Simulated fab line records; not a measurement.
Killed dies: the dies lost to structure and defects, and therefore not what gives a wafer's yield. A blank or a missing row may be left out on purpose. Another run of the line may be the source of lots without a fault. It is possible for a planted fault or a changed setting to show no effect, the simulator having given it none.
fab line records	flow n5Finfet
record: lots: 6	wafers: 16	lastDay: 18
route steps=1938 shown BEOL_M1@824 BEOL_M4@1111 PASSIVATION@1936
lots that met no fault: taken from a fault-free run of the same line
startH: hours from the record's first day to the start of the lot's first wafer shown	waitH: hours since the lot's step before	" repeats the value in the row above	L1.1+2: a row that stands for several wafers	- value missing, or start not given	* or withheld: withheld	< > ~ a bound
route shown NAME@n: a module of which the file shows steps, and the number in the route of the first	usual: the fault-free wafers' mean and standard deviation	same: alike in all rows	chamber/n: place in a boat	sites: readings site by site	_std_site: how widely they spread, as a standard deviation	_edge_site: outer sites' mean less inner sites'	radiusMm: how far each site lies from the wafer's centre	mask NAME#n: copy n	behind: the last tool/chamber to shape the wafer	hold: the reason the lot was held/the length of the hold in hours/how it ended	device: the transistor (n, p or np) that didn't switch	end of line: the same wafers' tests at the end of the route	where a step has no rows: the recipe by itself	killed: the dies lost at the first sort to structure and to defects; this is not the yield of the wafer	map: dies across one wafer; x = killed, . = not, _ = none there
set.NAME: the setting the step ran with; set.NAME@STEP: the setting that earlier step ran with	model.NAME: the simulator's own value behind a step, which no gauge read
lots at some steps of the route; a table a step, a row a wafer
services: a tool's chamber out of use, with start hour (startH, from the record's first day; less than 0 if before it), hours out, and reason
== steps ==
step: N5_BEOL_M1_SPUTTER_90
recipe: material: Cu	targetThkA: 45	tempC: -20	chamberPressurePa: 0.07	powerW: withheld	timeS: 8.29
usual: throttleValvePct: 30.0/1.1
lot.wafer	tool	chamber	startH	waitH	throttleValvePct
L244.1	pvdSputter-02	-	138.67	0.1	31.7
L244.5	"	-	"	"	31.7
L244.6	"	-	"	"	30.6
L250.1	pvdSputter-02	-	174.08	0.1	31.4
L250.2	"	-	"	"	30.7
L250.4	"	-	"	"	29.5
L255.2	pvdSputter-03	-	212.44	0.1	28.8
L255.5	"	-	"	"	28.8
L257.1	pvdSputter-01	-	213.74	0.1	27.7
L257.5	"	-	"	"	30.2
L262.2	pvdSputter-03	-	252.37	0.1	30.8
L262.3	"	-	"	"	29.3
L262.5	"	-	"	"	30.9
L266.3	pvdSputter-02	-	271.43	0.1	29.7
L266.5	"	-	"	"	30.7
L266.6	"	-	"	"	29.7
step: N5_BEOL_M1_ANNEAL_91
recipe: tempC: 400	timeS: 240	ambient: vacuum
usual: heaterPowerW: 817/71
lot.wafer	tool	chamber	startH	waitH	heaterPowerW
L244.1	pvdSputter-02	-	138.75	0.0	812
L244.5	"	-	"	"	780
L244.6	"	-	"	"	851
L250.1	pvdSputter-02	-	174.16	0.0	716
L250.2	"	-	"	"	807
L250.4	"	-	"	"	1024
L255.2	pvdSputter-03	-	212.52	0.0	920
L255.5	"	-	"	"	778
L257.1	pvdSputter-01	-	213.82	0.0	830
L257.5	"	-	"	"	794
L262.2	pvdSputter-03	-	252.45	0.0	767
L262.3	"	-	"	"	774
L262.5	"	-	"	"	775
L266.3	pvdSputter-02	-	271.51	0.0	1005
L266.5	"	-	"	"	850
L266.6	"	-	"	"	1033
step: N5_BEOL_M1_SPUTTER_92
recipe: material: Cu	targetThkA: 45	tempC: -20	chamberPressurePa: 0.07	powerW: withheld	timeS: 8.29
step: N5_BEOL_M1_ANNEAL_93
recipe: tempC: 400	timeS: 240	ambient: vacuum
step: N5_BEOL_M1_SPUTTER_94
recipe: material: Cu	targetThkA: 45	tempC: -20	chamberPressurePa: 0.07	powerW: withheld	timeS: 8.29
step: N5_BEOL_M1_ANNEAL_95
recipe: tempC: 400	timeS: 240	ambient: vacuum
step: N5_BEOL_M1_SPUTTER_96
recipe: material: Cu	targetThkA: 45	tempC: -20	chamberPressurePa: 0.07	powerW: withheld	timeS: 8.29
usual: throttleValvePct: 30.0/1.1
lot.wafer	tool	chamber	startH	waitH	throttleValvePct
L244.1	pvdSputter-02	-	139.33	0.1	31.4
L244.5	"	-	"	"	31.2
L244.6	"	-	"	"	30.7
L250.1	pvdSputter-02	-	174.74	0.1	31.6
L250.2	"	-	"	"	30.9
L250.4	"	-	"	"	29.5
L255.2	pvdSputter-03	-	213.10	0.1	28.9
L255.5	"	-	"	"	28.5
L257.1	pvdSputter-01	-	214.40	0.1	28.0
L257.5	"	-	"	"	30.6
L262.2	pvdSputter-03	-	253.03	0.1	30.6
L262.3	"	-	"	"	29.1
L262.5	"	-	"	"	30.7
L266.3	pvdSputter-02	-	272.09	0.1	29.6
L266.5	"	-	"	"	30.9
L266.6	"	-	"	"	29.5
step: N5_BEOL_M1_ECD_50
recipe: material: Cu	targetThkA: 3000
step: N5_BEOL_M1_ANNEAL_51
recipe: tempC: 225	timeS: 90	ambient: N2
usual: wafer_temp_C_max: 225.92/0.25
lot.wafer	tool	chamber	startH	waitH	wafer_temp_C_max
L244.1	rtpAnneal-02	0	139.52	0.1	225.96
L244.5	"	0	"	"	225.53
L244.6	"	0	"	"	225.45
L250.1	rtpAnneal-01	0	175.10	0.2	225.46
L250.2	"	0	"	"	225.72
L250.4	"	0	"	"	225.42
L255.2	rtpAnneal-01	0	213.34	0.1	225.85
L255.5	"	0	"	"	225.56
L257.1	rtpAnneal-02	0	214.59	0.1	225.63
L257.5	"	0	"	"	226.15
L262.2	rtpAnneal-01	0	253.27	0.1	225.74
L262.3	"	0	"	"	225.73
L262.5	"	0	"	"	226.01
L266.3	rtpAnneal-02	0	272.38	0.1	225.97
L266.5	"	0	"	"	225.86
L266.6	"	0	"	"	226.06
step: N5_BEOL_M1_CMP_52
recipe: stopOn: SiOC	tOverpolishS: 6.8	downForcePsi: 1	platenRpm: 50	clearingPlatenDownForcePsi: 1.5	clearingPlatenRpm: 50	postCmpClean: cuAlkaline	targetThkNm: 40	clearingPlatenPadVelocityMS: 0.99484	padVelocityMS: 0.99484
usual: barrierFieldEndpointS: 24.7/0.71	motorCurrentA: 5.9/0.56	overpolishRunS: 6.799/0.0093	padLifeWafers: 1372/490	platenRpm: 50.00/0.032	timeToEndpointS: 63/3.4
lot.wafer	tool	chamber	startH	waitH	barrierFieldEndpointS	motorCurrentA	overpolishRunS	padLifeWafers	platenRpm	timeToEndpointS
L244.1	cmp-04	3	139.82	0.3	25.4	5.7	6.802	900	50.01	63
L244.5	"	3	"	"	25.0	5.5	6.814	-	50.05	61
L244.6	"	0	"	"	24.7	4.9	6.799	-	50.02	62
L250.4	cmp-01	0	175.40	0.1	25.1	6.5	6.783	858	50.05	67
L250.1	"	2	"	"	23.8	6.2	6.802	860	50.01	60
L250.2	"	3	"	"	24.7	6.7	6.789	861	50.03	69
L255.2	cmp-01	2	213.59	0.2	25.8	5.7	6.808	1122	49.96	63
L255.5	"	3	"	"	26.7	6.8	6.798	-	50.02	69
L257.1	cmp-02	1	215.00	0.4	24.6	5.7	6.797	1809	50.05	62
L257.5	"	3	"	"	23.9	6.2	6.801	-	49.99	58
L262.2	cmp-02	2	253.52	0.2	23.7	5.5	6.801	2088	50.01	59
L262.3	"	0	"	"	24.3	5.8	6.792	2090	50.01	61
L262.5	"	3	"	"	24.3	5.9	6.795	-	50.04	62
L266.3	cmp-02	2	272.62	0.2	24.5	6.0	6.804	109	49.99	61
L266.5	"	1	"	"	24.4	5.8	6.793	-	49.96	60
L266.6	"	2	"	"	24.2	6.0	6.798	-	49.99	55
step: N5_BEOL_M1_THK_MEAS_53
recipe: thkMeasGauge: xrf	reads: Cu_of_BEOL_M1_ECD_50
usual: M1_THK: 39.1/1.6
lot.wafer	tool	chamber	startH	waitH	M1_THK[nm]
L244.1	filmMetro-02	-	140.11	-	38.6
L244.5	"	-	"	"	39.2
L244.6	"	-	"	"	39.7
L250.1	filmMetro-02	-	175.69	-	38.2
L250.2	"	-	"	"	38.0
L250.4	"	-	"	"	42.1
L255.2	filmMetro-02	-	213.89	-	38.9
L255.5	"	-	"	"	42.9
L257.1	filmMetro-01	-	215.18	-	39.1
L257.5	"	-	"	"	38.5
L262.2	filmMetro-01	-	253.82	-	36.3
L262.3	"	-	"	"	38.9
L262.5	"	-	"	"	39.5
L266.3	filmMetro-01	-	272.88	-	38.1
L266.5	"	-	"	"	39.7
L266.6	"	-	"	"	40.2
step: N5_BEOL_M1_PRE_CLEAN_60
recipe: gas: NH3/H2	timeS: 15	tempC: *	rfPowerW: 300
step: N5_BEOL_M1_CO_CAP_55
recipe: material: Co	targetThkA: 20	tempC: 200	precursor: CCTBA/H2	pressureTorr: 30	timeS: 102.1
usual: heaterPowerW: 223/17	runLengthS: 125.0/0.5
lot.wafer	tool	chamber	startH	waitH	heaterPowerW	runLengthS	model.Co_of_BEOL_M1_CO_CAP_55.thkNm
L244.1	cvdCo-01	1	140.19	0.0	242	125.3	2
L244.5	"	1	"	"	246	125.5	2.2
L244.6	"	2	"	"	204	125.1	2
L250.1	cvdCo-01	1	175.77	0.0	242	125.7	2
L250.2	"	2	"	"	209	125.0	2
L250.4	"	2	"	"	213	125.0	2
L255.2	cvdCo-01	2	213.97	0.0	208	125.0	2
L255.5	"	0	"	"	228	93.7	1.6
L257.1	cvdCo-01	0	215.26	0.0	226	125.0	2.2
L257.5	"	0	"	"	228	93.4	1.4
L262.2	cvdCo-02	1	253.91	0.0	228	126.1	1.8
L262.3	"	2	"	"	194	125.0	1.8
L262.5	"	1	"	"	236	125.3	1.8
L266.3	cvdCo-02	1	272.96	0.0	231	125.3	2
L266.5	"	2	"	"	194	124.1	2
L266.6	"	0	"	"	228	124.7	2.2
step: N5_BEOL_M1_PRE_CLEAN_56
recipe: gas: NH3	timeS: 15	tempC: withheld	rfPowerW: 300
step: N5_BEOL_M4_RC_MEAS_101
usual: DIBL_N: 36.1/1.7	DIBL_P: 35.9/2.1	IOFF_N: 0.154/0.029	IOFF_P: 0.21/0.035	ION_N: 673/10	ION_P: 463/7.5	SS_N: 71.6/0.59	SS_P: 73.2/0.69	VT_N: 250.5/2.9	VT_P: -250/3.2
lot.wafer	tool	chamber	startH	waitH	DIBL_N[mV/V]	DIBL_P[mV/V]	IOFF_N[nA/um]	IOFF_P[nA/um]	ION_N[uA/um]	ION_P[uA/um]	SS_N[mV/dec]	SS_P[mV/dec]	VT_N[mV]	VT_P[mV]
L244.1	prober-01	0	172.93	0.0	37.5	34.8	0.178	0.23	680	467	72.1	73.2	248.8	-248
L244.5	"	0	"	"	41.6	40.0	0.289	0.35	701	475	73.2	74.9	243.9	-243
L244.6	"	0	"	"	37.1	34.8	0.187	0.23	672	460	72.3	73.1	248.8	-249
L250.1	prober-01	0	224.10	0.0	36.9	36.7	0.150	0.22	662	461	70.9	73.3	250.8	-245
L250.2	"	0	"	"	38.3	38.8	0.176	0.25	679	469	72.2	74.1	248.9	-245
L250.4	"	0	"	"	37.7	36.7	0.155	0.21	668	463	72.1	73.9	249.5	-249
L255.2	prober-01	0	252.70	0.2	37.6	35.2	0.156	0.19	655	455	72.4	73.5	253.6	-252
L255.5	"	0	"	"	34.7	32.0	0.118	0.15	653	445	70.9	72.0	252.6	-253
L257.1	prober-02	0	267.80	0.0	36.2	35.6	0.150	0.20	669	460	71.2	73.4	248.4	-251
L257.5	"	0	"	"	35.0	34.0	0.128	0.17	667	452	71.7	73.1	255.1	-255
L262.2	prober-02	0	319.38	0.2	33.7	32.0	0.115	0.15	660	454	71.8	72.0	255.8	-257
L262.3	"	0	"	"	34.1	32.0	0.116	0.15	672	457	71.5	72.0	255.9	-252
L262.5	"	0	"	"	34.1	32.4	0.117	0.16	665	459	71.6	71.8	255.9	-251
L266.3	prober-02	0	322.57	0.5	36.9	35.6	0.153	0.20	673	460	71.0	73.0	249.8	-250
L266.5	"	0	"	"	37.4	35.3	0.154	0.20	675	462	71.3	73.4	251.5	-251
L266.6	"	0	"	"	38.2	36.7	0.174	0.22	671	456	71.5	73.8	248.1	-249
step: N5_PASSIVATION_PROBE_49
usual: defectLimitedYield: 91.3/1.4	killed_at_M0_to_M3: 34/9.2	killed_at_M4_up: 13/5.3	killedAtContacts: 12/6	killedAtFrontEnd: 39/12	killedAtOther: 4/3.3	killedDies: 102/17	killedOpen: 67/12	killedShort: 34/7.4	sort_bin_4_leakage: 0.00/0.014	sort_bin_5_function: 5.1/1	sort_bin_6_memory: 3.2/0.6	sortNPass: 1078/17	sortYieldPct: 91.3/1.4
same: grossDies: 1180	killedAtBackSide: 0	sort_bin_8_speed[%]: 0
lot.wafer	tool	chamber	startH	waitH	defectLimitedYield[%]	killed_at_M0_to_M3	killed_at_M4_up	killedAtContacts	killedAtFrontEnd	killedAtOther	killedDies	killedOpen	killedShort	sort_bin_4_leakage[%]	sort_bin_5_function[%]	sort_bin_6_memory[%]	sortNPass	sortYieldPct[%]
L250.1	prober-02	-	321.96	0.0	92.8	28	4	8	41	4	85	52	30	0	3.5	3.2	1095	92.8
L250.2	prober-02	-	322.01	0.1	95.0	15	3	7	30	4	59	36	23	0	3.1	1.9	1121	95.0
L250.4	prober-02	-	322.11	0.2	93.1	21	14	6	32	8	81	52	28	0	4.2	2.2	1099	93.1
L255.2	prober-02	-	364.54	0.1	88.5	34	18	21	62	1	136	90	44	0	7.0	3.9	1044	88.5
L255.5	prober-02	-	364.69	0.2	92.7	39	15	4	23	5	86	57	27	0	4.3	2.9	1094	92.7
L257.1	prober-02	-	370.75	0.0	89.4	34	17	30	40	4	125	82	41	0	6.4	3.9	1055	89.4
L257.5	prober-02	-	370.95	0.2	93.3	31	10	6	31	1	79	43	29	0	3.9	2.3	1101	93.3
L262.2	prober-01	-	430.14	0.1	91.1	27	16	4	54	4	105	65	34	0	5.3	3.1	1075	91.1
L262.3	prober-01	-	430.19	0.1	93.0	31	14	5	33	0	83	47	35	0	4.4	2.5	1097	93.0
L262.5	prober-01	-	430.29	0.2	93.3	22	8	8	39	2	79	40	33	0	3.3	3.0	1101	93.3
L266.3	prober-01	-	435.33	0.1	90.9	37	28	9	28	5	107	68	39	0	5.9	3.0	1073	90.9
L266.5	prober-01	-	435.43	0.2	90.5	46	22	5	36	3	112	82	29	0	5.4	4.0	1068	90.5
L266.6	prober-01	-	435.48	0.3	94.7	17	13	5	24	4	63	43	20	0	2.9	2.2	1117	94.7
killed by level:class
L250.1 BEOL_M0_SAQP:geometricParticle:short=7 FIN_SAQP:geometricParticle:open=6 STI_FIN_REVEAL:geometricParticle:open=6 MOL_CONTACT_COAG:geometricParticle:open=6 FIN_SAQP:geometricParticle:short=5 DUMMY_GATE:geometricParticle:open=5 BEOL_M0_SAQP:geometricParticle:open=5 BEOL_M2:geometricParticle:open=5
L250.2 MOL_CONTACT_COAG:geometricParticle:open=6 DUMMY_GATE:geometricParticle:open=5 STI_FIN_REVEAL:geometricParticle:open=3 DUMMY_GATE:geometricParticle:short=3 GATE_CUT:geometricParticle:open=3 BEOL_M1:geometricParticle:open=3 STARTING-WAFER:geometricParticle:short=3 FIN_CUT:geometricParticle:open=2
L250.4 FIN_SAQP:geometricParticle:short=6 STI_FIN_REVEAL:geometricParticle:open=6 BEOL_M2:geometricParticle:open=5 FIN_SAQP:geometricParticle:open=4 MOL_CONTACT_COAG:geometricParticle:open=4 BEOL_M0_SAQP:geometricParticle:open=4 BEOL_M0_SAQP:geometricParticle:short=4 BEOL_M8:geometricParticle:open=4
L255.2 FIN_SAQP:geometricParticle:open=29 FIN_SAQP:geometricParticle:short=15 MOL_CONTACT_COAG:geometricParticle:open=14 BEOL_M0_SAQP:geometricParticle:open=8 BEOL_M0_SAQP:geometricParticle:short=8 MOL_CONTACT_COAG:geometricParticle:short=7 BEOL_M4:geometricParticle:open=7 BEOL_M2:geometricParticle:open=6
L255.5 BEOL_M1:geometricParticle:open=12 FIN_SAQP:geometricParticle:open=10 FIN_SAQP:geometricParticle:short=8 BEOL_M0_SAQP:geometricParticle:open=8 BEOL_M4:geometricParticle:open=7 BEOL_M0_SAQP:geometricParticle:short=6 BEOL_M3:geometricParticle:open=6 BEOL_M2:geometricParticle:open=4
L257.1 MOL_CONTACT_COAG:geometricParticle:open=24 FIN_SAQP:geometricParticle:open=8 FIN_SAQP:geometricParticle:short=8 BEOL_M0_SAQP:geometricParticle:open=8 BEOL_M0_SAQP:geometricParticle:short=8 STI_FIN_REVEAL:geometricParticle:open=6 GATE_CUT:geometricParticle:short=6 MOL_CONTACT_COAG:geometricParticle:short=6
L257.5 BEOL_M2:geometricParticle:open=9 FIN_SAQP:geometricParticle:short=8 STI_FIN_REVEAL:geometricParticle:open=8 BEOL_M0_SAQP:geometricParticle:short=5 BEOL_M1:geometricParticle:open=5 MOL_CONTACT_COAG:geometricParticle:open=4 BEOL_M3:geometricParticle:open=4 STI_FIN_REVEAL:geometricParticle:short=3
L262.2 FIN_SAQP:geometricParticle:open=15 STI_FIN_REVEAL:geometricParticle:open=8 FIN_SAQP:geometricParticle:short=7 GATE_CUT:geometricParticle:short=6 BEOL_M2:geometricParticle:open=5 DUMMY_GATE:geometricParticle:open=4 BEOL_M0_SAQP:geometricParticle:open=4 BEOL_M3:geometricParticle:open=4
L262.3 FIN_SAQP:geometricParticle:open=8 BEOL_M0_SAQP:geometricParticle:open=8 FIN_SAQP:geometricParticle:short=7 BEOL_M0_SAQP:geometricParticle:short=7 BEOL_M1:geometricParticle:open=6 STI_FIN_REVEAL:geometricParticle:open=5 BEOL_M4:geometricParticle:short=5 GATE_CUT:geometricParticle:short=4
L262.5 FIN_SAQP:geometricParticle:short=9 BEOL_M0_SAQP:geometricParticle:short=7 FIN_SAQP:geometricParticle:open=6 MOL_CONTACT_COAG:geometricParticle:open=6 GATE_CUT:geometricParticle:short=4 STARTING-WAFER:geometricParticle:open=4 BEOL_M0_SAQP:geometricParticle:open=3 BEOL_M0:geometricParticle:open=3
L266.3 BEOL_M4:geometricParticle:open=9 BEOL_M2:geometricParticle:open=8 BEOL_M4:geometricParticle:short=8 FIN_SAQP:geometricParticle:open=7 BEOL_M3:geometricParticle:open=7 FIN_SAQP:geometricParticle:short=6 MOL_CONTACT_COAG:geometricParticle:open=6 BEOL_M0_SAQP:geometricParticle:short=5
L266.5 STI_FIN_REVEAL:geometricParticle:open=13 BEOL_M2:geometricParticle:open=11 BEOL_M0_SAQP:geometricParticle:short=10 BEOL_M3:geometricParticle:open=9 BEOL_M1:geometricParticle:open=8 BEOL_M4:geometricParticle:open=8 BEOL_M0_SAQP:geometricParticle:open=7 FIN_SAQP:geometricParticle:open=4
L266.6 STI_FIN_REVEAL:geometricParticle:open=5 DUMMY_GATE:geometricParticle:open=4 BEOL_M4:geometricParticle:open=4 MOL_CONTACT_COAG:geometricParticle:open=3 BEOL_M0_SAQP:geometricParticle:open=3 BEOL_M1:geometricParticle:open=3 BEOL_M2:geometricParticle:open=3 BEOL_M3:geometricParticle:open=3
== services ==
tool	chamber	startH	hours	kind
cmp-04	-	119.12	2.0	repair
cmp-02	-	132.15	1.1	repair
cvdCo-02	0	136.22	2.3	repair
cvdCo-02	-	154.28	1.4	repair
cvdCo-02	-	155.69	6.9	pm
cmp-01	-	176.62	2.9	repair
cvdCo-02	-	178.38	0.4	repair
pvdSputter-01	-	182.92	8.3	repair
cmp-04	-	231.82	1.6	repair
cmp-02	-	233.52	6.2	pm
cvdCo-02	0	248.61	5.7	repair
cvdCo-01	-	250.17	1.0	repair
cmp-02	-	256.17	4.0	pm
cmp-02	-	260.17	-	consumableReplace:conditioner
cmp-02	-	260.17	-	consumableReplace:pad
cmp-04	-	266.31	4.0	pm
cvdCo-02	-	269.89	2.8	pm
cmp-04	-	270.31	-	consumableReplace:conditioner
cmp-04	-	270.31	-	consumableReplace:pad
== key ==
firstSign: step: N5_BEOL_M1_CO_CAP_55	reading: runLengthS	direction: down	sigmas: 63	usual: *	struck: *
effect none on later readings
modelEffect: step: N5_BEOL_M1_CO_CAP_55	value: Co_of_BEOL_M1_CO_CAP_55.thkNm	without: 2.1	struck: 1.5
metAt N5_BEOL_M1_CO_CAP_55
struckWafers L255.5,L257.5
onsetBetween 175.77 213.97
fault: kind: processParameterDrift	tool: cvdCo-01	chamber: -	onsetH: 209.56	steps: N5_BEOL_M1_CO_CAP_55	channel: timeS	offset: *	shape: step	endH: 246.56	scope: struckWafersOnly	actsIn: *	stated: *
